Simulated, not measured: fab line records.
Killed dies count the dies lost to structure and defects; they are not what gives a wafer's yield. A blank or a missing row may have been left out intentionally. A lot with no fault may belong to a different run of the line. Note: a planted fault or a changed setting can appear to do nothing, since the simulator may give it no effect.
A single fault, viewed from 2 desks	flow n5 finfet	only its own numbers are on each desk; what lay behind them is given at the end

== THE METROLOGY DESK ==
Means of the sampled wafers that have a number, per lot and without regard to the tool the lot ran on: this is what the gauges read. A lot is out of limits, marked OUT, if its mean lies more than 4 standard deviations from the usual mean; the brackets give that distance.
Columns: A = M11_ILD_THK at N5_BEOL_M11_THK_MEAS_01, usual 269 nm
lot	first seen here	A
L470	day 12 12:29	271
L477	day 13 16:40	286 (+4.1) OUT
L473	day 13 16:47	273
L480	day 15 06:55	300 (+7.6) OUT
This desk finds L477, L480 out of limits, with the earliest case on L477 at day 13 16:40 (M11_ILD_THK at N5_BEOL_M11_THK_MEAS_01). L470, L473 stayed within limits.

== DESK OF THE TOOL OWNER: pecvd-04 ==
The tool's own readings at N5_BEOL_M11_ILD_DEP_00 (deposits SiCOH lowk from DEMS/porogen, target thk 308.51 nm, time 58 s): means of the sampled wafers that have a number, for each lot that ran on this tool. A lot is out of limits, marked OUT, if its mean lies more than 4 standard deviations from the usual mean; the brackets give that distance.
Columns: A = chamber pressure Torr at N5_BEOL_M11_ILD_DEP_00, usual 5.001 Torr; B = heater power w at N5_BEOL_M11_ILD_DEP_00, usual 299 W; C = run length s at N5_BEOL_M11_ILD_DEP_00, usual 101.1 s; D = showerhead plenum p Torr at N5_BEOL_M11_ILD_DEP_00, usual 5.730 Torr; E = throttle valve pct at N5_BEOL_M11_ILD_DEP_00, usual 13.3 %
lot	first seen here	A	B	C	D	E
L470	day 12 11:53	5.006	277	100.6	5.731	13.8
L477	day 13 15:53	5.005	298	104.2 (+6.6) OUT	5.728	13.7
L480	day 15 06:19	5.004	296	107.0 (+13) OUT	5.722	13.9
This desk's verdict: out of limits on L477, L480, starting with L477 at day 13 15:53 (run length s at N5_BEOL_M11_ILD_DEP_00). L470 stayed within limits.

== BROUGHT TOGETHER ==
The tool owner's desk had the chance to raise an alarm at day 13 15:53 on L477, L480.
Metrology desk: alarm possible at day 13 16:40 on L477, L480.
All the named lots went through N5_BEOL_M11_ILD_DEP_00 on pecvd-04.

== WHAT THE SIMULATOR HAD INSERTED ==
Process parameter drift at N5_BEOL_M11_ILD_DEP_00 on pecvd-04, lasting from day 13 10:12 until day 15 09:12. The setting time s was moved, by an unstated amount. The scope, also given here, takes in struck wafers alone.
Shown lots that were struck: L477, L480.
Time in hours from fault onset to the first out-of-limits reading at each desk: tool owner's desk 6, metrology desk 6.
